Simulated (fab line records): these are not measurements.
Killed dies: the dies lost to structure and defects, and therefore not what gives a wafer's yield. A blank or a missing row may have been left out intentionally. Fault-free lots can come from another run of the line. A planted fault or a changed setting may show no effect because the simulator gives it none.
Lot-split experiment | flow n5_finfet | 39 wafers read across 7 lots, on a route 1938 steps long

## ON THE SPLIT
At N5_STI_FIN_REVEAL_ETCHBACK_08 (etches SiO2 in C4F6/O2, target depth 30.5 nm, time 10.167 s), the setting target_depth_a was moved away from the recipe's 305 angstrom on 18 of the 39 wafers read, by -57.3% to +36.2%. This setting was run at the recipe's value on the other wafers.

## FROM THE SPLIT TO THE READING: what the file shows between them, 3 steps
- N5_STI_FIN_REVEAL_STRIP_24: strips in N2/H2, time 90 s
- N5_STI_FIN_REVEAL_PRECLEAN_25: cleans in SPM, time 90 s
- N5_STI_FIN_REVEAL_SRD_23: time 30 s

## THE READING
trench_depth_nm, in nm, at N5_STI_FIN_REVEAL_FIN_H_MEAS_10. Fault-free wafers of this fab line usually give 51.8 nm, standard deviation 0.92 nm.

wafer  | tool, chamber at the split | target_depth_a as run, angstrom | against the recipe | trench_depth_nm, nm | against lot-mates on the recipe
L076.1 | rie_diel-05, 3,0,1         | 244.3                           | -19.9%             | 46.0                | -6.8
L076.2 | rie_diel-05, 3,0,1         | 244.3                           | -19.9%             | 45.7                | -7.1
L076.3 | rie_diel-05, 2,1,2         | 305                             | recipe             | 52.4                | -
L076.4 | rie_diel-05, 2,1,2         | 305                             | recipe             | 53.3                | -
L076.5 | rie_diel-05, 2,1,2         | 305                             | recipe             | 52.8                | -
L076.6 | rie_diel-05, 3,0,1         | 244.3                           | -19.9%             | 47.4                | -5.4
L080.1 | rie_diel-06, 2,1,0         | 305                             | recipe             | 52.2                | -
L080.2 | rie_diel-06, 3,0,3         | 130.1                           | -57.3%             | 34.9                | -16.5
L080.3 | rie_diel-06, 2,1,0         | 305                             | recipe             | 50.3                | -
L080.4 | rie_diel-06, 3,0,3         | 130.1                           | -57.3%             | 34.4                | -17.0
L080.5 | rie_diel-06, 3,0,3         | 130.1                           | -57.3%             | 35.1                | -16.3
L080.6 | rie_diel-06, 2,1,0         | 305                             | recipe             | 51.8                | -
L081.1 | rie_diel-01, 1,2,1         | 414.4                           | +35.9%             | 62.0                | +9.6
L081.2 | rie_diel-01, 3,0,2         | 305                             | recipe             | 52.3                | -
L081.3 | rie_diel-01, 1,2,1         | 414.4                           | +35.9%             | 62.9                | +10.5
L081.4 | rie_diel-01, 3,0,2         | 305                             | recipe             | 52.2                | -
L081.5 | rie_diel-01, 1,2,1         | 414.4                           | +35.9%             | 63.2                | +10.8
L081.6 | rie_diel-01, 3,0,2         | 305                             | recipe             | 52.6                | -
L087.2 | rie_diel-06, 0,3,0         | 305                             | recipe             | 50.7                | -
L087.3 | rie_diel-06, 0,3,0         | 305                             | recipe             | 51.9                | -
L087.5 | rie_diel-06, 0,3,0         | 305                             | recipe             | 50.8                | -
L089.1 | rie_diel-01, 1,2,3         | 305                             | recipe             | 51.7                | -
L089.2 | rie_diel-01, 3,0,0         | 255.4                           | -16.3%             | 47.8                | -4.7
L089.3 | rie_diel-01, 3,0,0         | 255.4                           | -16.3%             | 47.0                | -5.5
L089.4 | rie_diel-01, 1,2,3         | 305                             | recipe             | 53.0                | -
L089.5 | rie_diel-01, 3,0,0         | 255.4                           | -16.3%             | 47.1                | -5.4
L089.6 | rie_diel-01, 1,2,3         | 305                             | recipe             | 52.7                | -
L094.1 | rie_diel-01, 3,1,2         | 305                             | recipe             | 52.6                | -
L094.2 | rie_diel-01, 2,3,1         | 220                             | -27.9%             | 43.2                | -8.9
L094.3 | rie_diel-01, 3,1,2         | 305                             | recipe             | 51.7                | -
L094.4 | rie_diel-01, 3,1,2         | 305                             | recipe             | 51.9                | -
L094.5 | rie_diel-01, 2,3,1         | 220                             | -27.9%             | 43.7                | -8.4
L094.6 | rie_diel-01, 2,3,1         | 220                             | -27.9%             | 43.2                | -8.9
L095.1 | rie_diel-05, 2,3,2         | 415.5                           | +36.2%             | 63.6                | +11.2
L095.2 | rie_diel-05, 2,3,2         | 415.5                           | +36.2%             | 62.4                | +10.0
L095.3 | rie_diel-05, 1,3,1         | 305                             | recipe             | 53.3                | -
L095.4 | rie_diel-05, 1,3,1         | 305                             | recipe             | 51.5                | -
L095.5 | rie_diel-05, 2,3,2         | 415.5                           | +36.2%             | 63.0                | +10.6
L095.6 | rie_diel-05, 1,3,1         | 305                             | recipe             | 52.3                | -
If several chambers appear in one row, that row covers several wafers at once and the file leaves open which wafer was in which chamber.

THE FIT
A straight line over all 39 wafers: trench_depth_nm changes by +0.301 nm for each +1% of target_depth_a; r = +1.00; the points scatter about the line by 0.69 nm.
The same after taking each lot's own level away (the mean of its wafers on the recipe; 39 wafers): +0.295 nm for each +1%; r = +1.00; scatter 0.58 nm.
The reading moves by 17 nm for the largest change in target_depth_a, on that fit.
Across the lots, their own levels run from 51.13 to 52.83 nm, a range of 1.8 times the standard deviation given above.
The two slopes are in agreement: the lot-to-lot level therefore moves the slope only a little.
Check: with one of the wafers moved furthest among these (-57.3%) left out of the fit, the line predicts -17.1 nm for it against its lot-mates. Against them it came out at -16.5 nm.

## OTHER SPLITS ON THESE WAFERS
Other splits were also applied to these wafers ahead of the reading. Each is held against what the fit with the lots' levels taken away leaves over:
other split on the same wafers           | wafers away from the commonest value | r with trench_depth_nm (lot level and that fit taken away)
N5_PMOS_HMC_CHANNEL_EPI_DESCUM_14 time_s | 12                                   | -0.06

## FILE'S OWN FIT
trench_depth_nm changes by +0.296 nm for each +1% of target_depth_a, r = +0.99.
